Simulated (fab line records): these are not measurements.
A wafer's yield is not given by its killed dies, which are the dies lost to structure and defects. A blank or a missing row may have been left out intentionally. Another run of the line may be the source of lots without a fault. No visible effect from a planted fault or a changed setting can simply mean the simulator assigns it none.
Chamber matching + flow n5-finfet + 4 sister chambers for N5_BEOL_M6_ETCH_72 on rie-diel-04
The step etches underlayer in N2/H2, target depth 6.5 nm, time 5.2 s. 20 wafers are shown with their chamber, then 10 later ones without.

== EACH WAFER AND ITS CHAMBER ==
| wafer  | chamber | showerhead-plenum-p-Torr (Torr) | throttle-valve-pct (%) | rf-vpp-V (V) |
|--------|---------|---------------------------------|------------------------|--------------|
| L075.2 | 1       | 2.43                            | 17.48                  | 520          |
| L075.4 | 3       | 2.48                            | 17.33                  | 522          |
| L075.6 | 2       | 2.65                            | 18.10                  | 526          |
| L079.1 | 2       | 2.64                            | 18.10                  | 527          |
| L079.2 | 1       | 2.42                            | 17.50                  | 521          |
| L079.3 | 3       | 2.48                            | 17.36                  | 522          |
| L082.3 | 2       | 2.64                            | 18.13                  | 526          |
| L082.4 | 1       | 2.42                            | 17.51                  | 521          |
| L082.6 | 3       | 2.47                            | 17.37                  | 521          |
| L086.2 | 0       | 2.72                            | 17.59                  | 530          |
| L086.3 | 3       | 2.47                            | 17.39                  | 521          |
| L086.5 | 0       | 2.72                            | 17.58                  | 530          |
| L087.1 | 1       | 2.42                            | 17.53                  | 519          |
| L087.4 | 0       | 2.72                            | 17.59                  | 529          |
| L087.5 | 1       | 2.42                            | 17.52                  | 519          |
| L090.3 | 3       | 2.46                            | 17.42                  | 522          |
| L090.4 | 1       | 2.41                            | 17.54                  | 520          |
| L090.6 | 0       | 2.71                            | 17.59                  | 530          |
| L093.1 | 1       | 2.41                            | 17.56                  | 519          |
| L093.4 | 0       | 2.71                            | 17.60                  | 531          |

SIGNATURES, as means of the wafers listed above
| reading                  | chamber 0 | chamber 1 | chamber 2 | chamber 3 | scatter within a chamber |
|--------------------------|-----------|-----------|-----------|-----------|--------------------------|
| showerhead-plenum-p-Torr | 2.7160    | 2.4186    | 2.6433    | 2.4720    | 0.00686                  |
| throttle-valve-pct       | 17.5900   | 17.5200   | 18.1100   | 17.3740   | 0.0244                   |
| rf-vpp-V                 | 530.00    | 519.86    | 526.33    | 521.60    | 0.738                    |
Rule: a wafer's distance from a chamber is the root of the sum, over the readings, of the square of ((its reading less the chamber's mean) divided by the reading's scatter). The wafer belongs to the nearest chamber; if the next one is less than 2 further off, it can't be placed. The scatter is the square root of a quotient: the sum, over the shown wafers, of each reading's squared deviation from its chamber's mean, divided by wafers minus chambers.

== WAFERS MISSING THEIR CHAMBER ==
| wafer  | showerhead-plenum-p-Torr (Torr) | throttle-valve-pct (%) | rf-vpp-V (V) |
|--------|---------------------------------|------------------------|--------------|
| L093.6 | 2.46                            | 17.41                  | 521          |
| L094.2 | 2.71                            | 17.63                  | 528          |
| L094.4 | 2.46                            | 17.41                  | 521          |
| L094.5 | 2.71                            | 17.58                  | 528          |
| L096.1 | 2.63                            | 18.16                  | 527          |
| L096.4 | 2.41                            | 17.55                  | 519          |
| L096.5 | 2.41                            | 17.59                  | 519          |
| L097.1 | 2.45                            | 17.44                  | 522          |
| L097.5 | 2.62                            | 18.16                  | 528          |
| L097.6 | 2.40                            | 17.58                  | 519          |

== WHICH CHAMBER EACH WENT THROUGH ==
| wafer  | from the rows above | in truth |
|--------|---------------------|----------|
| L093.6 | 3                   | 3        |
| L094.2 | 0                   | 0        |
| L094.4 | 3                   | 3        |
| L094.5 | 0                   | 0        |
| L096.1 | 2                   | 2        |
| L096.4 | 1                   | 1        |
| L096.5 | 1                   | 1        |
| L097.1 | 3                   | 3        |
| L097.5 | 2                   | 2        |
| L097.6 | 1                   | 1        |
Correctly placed: 10 of 10. Not placeable from these rows: 0. Number placed wrongly: 0.
